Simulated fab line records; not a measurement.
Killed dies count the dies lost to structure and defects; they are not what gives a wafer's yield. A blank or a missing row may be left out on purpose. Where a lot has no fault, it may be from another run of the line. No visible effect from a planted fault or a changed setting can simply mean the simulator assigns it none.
3 desks, one fault -- flow nand harc -- what lay behind the numbers comes last; until then each desk has only its own

DESK OF THE TOOL OWNER: pecvd onon-04
The tool's own readings at NHARC_A_ONON_D2_DEP_12 (target thk 1000 nm): means of the sampled wafers that have a number, for each lot that ran on this tool. A lot is out of limits, marked OUT, if its mean lies more than 4 standard deviations from the usual mean; the brackets give that distance.
Columns: A = nh3 flow sccm at NHARC_A_ONON_D2_DEP_12, usual 499.7 sccm
lot,first seen here,A
L351,day 12 04:35,499.2
L353,day 13 11:02,498.4
L356,day 14 16:43,499.4
L357,day 15 01:43,500.0
L365,day 18 22:25,498.6
L368,day 19 11:03,500.0
L369,day 20 08:37,501.5
L370,day 20 21:49,500.7
Result from this desk: across the 8 lots, nothing is out of limits.

THE DEFECT DESK
What the inspections along the route counted, lot by lot: means of the sampled wafers that have a number. A lot is out of limits, marked OUT, if its mean lies more than 4 standard deviations from the usual mean; the brackets give that distance.
Columns: A = raw defect count at NHARC_A_CHANNEL_FILL_D1_INSPECT_13, usual 305
lot,first seen here,A
L351,day 10 15:14,369
L352,day 11 13:25,246
L353,day 11 22:04,451
L356,day 13 02:58,223
L357,day 13 10:48,349
L363,day 15 17:28,367
L364,day 16 13:41,321
L365,day 17 01:47,182
L368,day 17 21:53,439
L369,day 18 13:43,285
L370,day 19 08:08,220
L371,day 19 08:10,339
L372,day 19 21:52,198
L373,day 20 09:13,313
Result from this desk: across the 14 lots, nothing is out of limits.

METROLOGY DESK
Means of the sampled wafers that have a number, per lot and without regard to the tool the lot ran on: this is what the gauges read. A lot is out of limits, marked OUT, if its mean lies more than 4 standard deviations from the usual mean; the brackets give that distance.
Columns: A = thk nm at NHARC_A_ONON_D2_THK_MEAS_08, usual 998 nm; B = thk nm at NHARC_A_ONON_D2_THK_MEAS_14, usual 1002 nm
lot,first seen here,A,B
L351,day 12 03:58,998,1001
L352,day 13 01:18,997,992
L353,day 13 10:22,1006,1006
L356,day 14 16:05,995,1155 (+18) OUT
L357,day 15 01:05,993,1136 (+16) OUT
L363,day 17 07:15,988,1003
L364,day 18 03:09,1009,1020
L365,day 18 21:48,1004,1018
L368,day 19 10:25,988,991
L369,day 20 07:59,981,996
L371,day 20 21:02,1006,999
L370,day 20 21:08,994,1000
L372,day 21 11:25,1002,998
L373,day 22 00:01,982,991
This desk finds L356, L357 out of limits, L356 being first, at day 14 17:13 (thk nm at NHARC_A_ONON_D2_THK_MEAS_14). L351, L352, L353, L363, L364, L365, L368, L369, L371, L370, L372, L373 stayed within limits.

ALL TOGETHER
On L356, L357, the metrology desk was in a position to raise an alarm at day 14 17:13.
Nothing out of limits was seen by the tool owner's desk.
Nothing out of limits was seen by the defect desk.
On record at the tool owner's desk: L356, L357, within its limits.
The defect desk has L356, L357 on record, within its limits.
All the named lots went through NHARC_A_ONON_D2_DEP_12 on pecvd onon-04.

WHAT THE SIMULATOR HAD PUT IN
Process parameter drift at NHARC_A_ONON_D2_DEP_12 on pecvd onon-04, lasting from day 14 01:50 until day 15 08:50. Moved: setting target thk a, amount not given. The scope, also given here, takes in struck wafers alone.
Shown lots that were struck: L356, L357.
Delay in hours, fault start to first out-of-limits reading, per desk: metrology desk 15.
